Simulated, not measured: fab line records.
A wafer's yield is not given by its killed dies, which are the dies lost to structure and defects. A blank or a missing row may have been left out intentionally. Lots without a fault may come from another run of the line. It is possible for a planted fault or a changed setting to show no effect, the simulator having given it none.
A lot that was struck, set against a sound lot -- flow n5Finfet -- 36 steps out of a route of 1938
Sound: these wafers, L163.3, L163.4, L163.5. Struck: wafers L159.2, L159.4, L159.6. The cause comes at the end.
Each step with rows lists, per side, the tool, then ch with its chambers, then its first start. Under that, the readings that differ: sound wafers -- struck wafers -- difference of the means -- sigmas: that difference in standard deviations of wafers without a fault.
alike: words and numbers the same on both sides, and readings whose means are apart by under 2 such deviations; not compared: readings that were withheld, readings missing a value for some wafer, numbers with overlapping values and no deviation given by the record, and bounds like >300 which may hide the same value.
A row with sigmas, a row that says differs or no value, or rows on one side alone: a step with any of these is where the two part. Numbers that don't overlap but have no deviation are shown without sigmas and don't part them. A reading missing from all wafers of one side parts the sides only when that side holds two or more wafers.

first, 33 steps without rows for these wafers: N5_BEOL_M4_ANNEAL_95 (time 240 s); N5_BEOL_M4_SPUTTER_96 (material Cu, target thk 4.5 nm, time 8.29 s); N5_BEOL_M4_ECD_50 (material Cu, target thk 300 nm); N5_BEOL_M4_ANNEAL_51 (time 90 s); N5_BEOL_M4_CMP_52 (polishes, stops on SiOC, t overpolish 6.8 s, target thk 40 nm); N5_BEOL_M4_PRE_CLEAN_60 (time 15 s); N5_BEOL_M4_CO_CAP_55 (material Co, precursor CCTBA/H2, target thk 2 nm, time 102.1 s); N5_BEOL_M4_PRE_CLEAN_56 (time 15 s); N5_BEOL_M4_DEP_57 (deposits SiCN from 3MS/NH3, target thk 8 nm, time 14 s); N5_BEOL_M5_ILD_DEP_00 (deposits SiCOH lowk from DEMS/porogen, target thk 140.64 nm, time 25.9 s); N5_BEOL_M5_CURE_79 (cures SiCOH lowk, time 240 s); N5_BEOL_M5_PECVD_70 (deposits SiO2 from TEOS/O2, target thk 16 nm, time 18 s); N5_BEOL_M5_HM_DEP_02 (deposits TiN, target thk 20 nm); N5_BEOL_M5_COAT_59 (time 60 s, resist thk 60 nm); N5_BEOL_M5_COAT_60 (time 60 s, resist thk 12 nm); N5_BEOL_M5_COAT_71 (time 60 s, resist thk 5 nm); N5_BEOL_M5_COAT_05 (resist thk 30 nm); N5_BEOL_M5_EBR_07; N5_BEOL_M5_SOFTBAKE_06 (time 60 s); N5_BEOL_M5_EXPOSE_08 (exposes mask M5, target cd 28 nm); N5_BEOL_M5_PEB_09 (peb time 60 s); N5_BEOL_M5_DEVELOP_10 (develop time 30 s); N5_BEOL_M5_DESCUM_16 (chemistry O2, time 7 s); N5_BEOL_M5_ETCH_72 (etches underlayer in N2/H2, target depth 6.5 nm, time 5.2 s); N5_BEOL_M5_ETCH_61 (etches SiARC in CF4, target depth 15.6 nm, time 26 s); N5_BEOL_M5_ETCH_62 (etches SOC in N2/H2, target depth 75 nm, overetch 15 nm, time 112.5 s); N5_BEOL_M5_STRIP_63 (strips in N2/H2); N5_BEOL_M5_STRIP_73 (strips in N2/H2); N5_BEOL_M5_STRIP_64 (strips in CF4); N5_BEOL_M5_HM_OPEN_17 (chemistry Cl2/BCl3, target TiN, target depth 20 nm, overetch 6 nm); N5_BEOL_M5_STRIP_19 (strips in O2); N5_BEOL_M5_COAT_65 (time 60 s, resist thk 60 nm); N5_BEOL_M5_COAT_66 (time 60 s, resist thk 12 nm).
N5_BEOL_M9_ETCH_66: etches SOC in N2/H2, target depth 80 nm, overetch 16 nm, time 120 s.
  sound on rieDiel-04 ch 0,2, day 15 10:57; struck on rieDiel-04 ch 1,2, day 14 10:18
  no value came back on the struck wafers for any of 7 readings (biasW (W), chamberPressureMTorr (mTorr) and others); on the sound wafers biasW (W) reads 149.9 150.5 149.9
reading,sound,struck,difference,sigmas
model.CAR-EUV_of_BEOL_M9_COAT_22.thkNm (nm),0 0 0,11 11 11,+11,
model.SiARC_of_BEOL_M9_COAT_64.thkNm (nm),6.8 6.4 6.6,12 12 12,+5,
model.underlayer_of_BEOL_M9_COAT_75.thkNm (nm),0 0 0,5 5 5,+5,
  not compared: rfHoursCounterH
N5_BEOL_M9_VIA_ETCH_34: etches SiCOH lowk in C4F6/O2, target depth 182.4 nm, time 68.4 s.
  sound on rieDiel-04 ch 0,2, day 15 11:03; struck on rieDiel-04 ch 1,2, day 14 10:24
reading,sound,struck,difference,sigmas
oesProductAu (a.u.),0.67 0.87 0.67,0.26 0.26 0.33,-0.45,-4
throttleValvePct (%),21.36 20.70 21.36,20.74 20.74 20.50,-0.48,-2
  alike: C4F6_flow_sccm, O2_flow_sccm, drypumpMotorCurrentA, rfVppV, showerheadPlenumPTorr
  not compared: rfHoursCounterH
-- a jump in the record: the struck wafers' starts before and after are 3 days apart (it breaks off in module BEOL_M9 and resumes in module PASSIVATION, where the first step shown is number 1936 of the route) --
N5_PASSIVATION_PROBE_49:
  sound: prober-01 at day 18 06:59; struck: prober-02 at day 17 05:26
reading,sound,struck,difference,sigmas
killed_at_M4_up,17 32 24,1116 1089 1088,+1073,+99 or more
killedAtFrontEnd,53 56 68,28 33 44,-24,-2
killedDies,127 142 166,1180 1180 1180,+1035,+54
killedOnRim,19 18 17,152 152 152,+134,+34
killedShort,46 46 68,27 37 24,-24,-3
  alike: killed_at_M0_to_M3, killedAtContacts, killedAtOther, killedOpen

== WHERE THEY PART ==
First at N5_BEOL_M9_ETCH_66; last, within this record, at N5_PASSIVATION_PROBE_49.

WHY: what had been put in by the simulator
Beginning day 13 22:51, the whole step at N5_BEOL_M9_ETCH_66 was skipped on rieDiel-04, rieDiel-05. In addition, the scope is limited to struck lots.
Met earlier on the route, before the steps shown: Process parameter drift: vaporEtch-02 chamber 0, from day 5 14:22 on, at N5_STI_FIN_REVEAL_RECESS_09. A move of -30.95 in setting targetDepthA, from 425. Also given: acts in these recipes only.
